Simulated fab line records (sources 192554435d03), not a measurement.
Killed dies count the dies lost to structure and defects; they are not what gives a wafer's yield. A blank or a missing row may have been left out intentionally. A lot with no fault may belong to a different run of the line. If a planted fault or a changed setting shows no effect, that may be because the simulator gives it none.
Split-lot study	flow n5Finfet	21 wafers read from 7 lots, route of 1938 steps

SPLIT DETAILS
At N5_BEOL_M15_COAT_58 (time 60 s, resist thk 89 nm), the setting spinRpm was moved away from the recipe's 1500 rpm on 3 of the 21 wafers read, by +5.0% to +7.7%. All remaining wafers had this setting at the recipe value.

FROM THE SPLIT TO THE READING: what the file shows between them, 3 steps
- N5_BEOL_M15_COAT_04: resist thk 800 nm
- N5_BEOL_M15_EBR_06
- N5_BEOL_M15_DESCUM_15: chemistry O2, time 7.9 s

THE READING
etch.depthNm (the simulator's own value, which no gauge read), in nm, at N5_BEOL_M15_ETCH_59 (etches BARC in N2/H2, target depth 89 nm, overetch 26.7 nm, time 67.9 s). No usual value for it is given in the file. Across the 18 wafers here that went through the recipe, the average is 88.97 nm and the standard deviation 0.17 nm.

wafer	tool, chamber at the split	spinRpm as run, rpm	against the recipe	etch.depthNm, nm	against lot-mates on the recipe
L079.2	lithoTrack-01, 0	1500	recipe	89.14	-
L079.5	lithoTrack-01, 0	1500	recipe	89.05	-
L079.6	lithoTrack-01, 0	1500	recipe	89.06	-
L081.1	lithoTrack-05, 0	1500	recipe	89.12	-
L081.3	lithoTrack-05, 0	1581	+5.4%	86.72	-2.38
L081.5	lithoTrack-05, 0	1500	recipe	89.08	-
L083.1	lithoTrack-01, 0	1615	+7.7%	85.81	-3.21
L083.3	lithoTrack-01, 0	1500	recipe	89.02	-
L083.4	lithoTrack-01, 0	1500	recipe	89.02	-
L084.2	lithoTrack-03, 0	1500	recipe	88.93	-
L084.5	lithoTrack-03, 0	1500	recipe	88.83	-
L084.6	lithoTrack-03, 0	1500	recipe	89.05	-
L091.2	lithoTrack-01, 0	1500	recipe	88.83	-
L091.4	lithoTrack-01, 0	1500	recipe	89.25	-
L091.6	lithoTrack-01, 0	1500	recipe	89.27	-
L094.1	lithoTrack-05, 0	1575	+5.0%	86.73	-1.98
L094.2	lithoTrack-05, 0	1500	recipe	88.7	-
L094.3	lithoTrack-05, 0	1500	recipe	88.73	-
L095.1	lithoTrack-05, 0	1500	recipe	88.69	-
L095.2	lithoTrack-05, 0	1500	recipe	88.87	-
L095.3	lithoTrack-05, 0	1500	recipe	88.79	-

FIT RESULTS
A straight line over all 21 wafers: etch.depthNm changes by -0.421 nm for each +1% of spinRpm; r = -0.98; the points scatter about the line by 0.17 nm.
The same after taking each lot's own level away (the mean of its wafers on the recipe; 21 wafers): -0.42 nm for each +1%; r = -0.99; scatter 0.1 nm.
According to that fit, moving spinRpm by its largest amount changes the reading by 3.2 nm.
Measured against the standard deviation above, the lots' own levels, which go from 88.715 to 89.117 nm, span 2.3 times it.
The two slopes are in agreement: the lot-to-lot level therefore moves the slope only a little.
Check: with one of the wafers moved furthest among these (+7.7%) left out of the fit, the line predicts -3.22 nm for it against its lot-mates. It came out at -3.21 nm against them.

THE WHOLE CHAIN: every reading that the file lists as answering this split, in the file's order
step	what it does	reading	change (the file's fit)	r (the file's)
N5_BEOL_M15_COAT_58	time 60 s, resist thk 89 nm	BARC_of_BEOL_M15_COAT_58.thkNm (the simulator's own value, which no gauge read)	-0.411 nm for each +1% of the setting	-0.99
N5_BEOL_M15_ETCH_59	etches BARC in N2/H2, target depth 89 nm, overetch 26.7 nm, time 67.9 s	etch.depthNm (the simulator's own value, which no gauge read)	-0.419 nm for each +1% of the setting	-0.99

THE FILE'S OWN FIT
etch.depthNm changes by -0.419 nm for each +1% of spinRpm, r = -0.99.
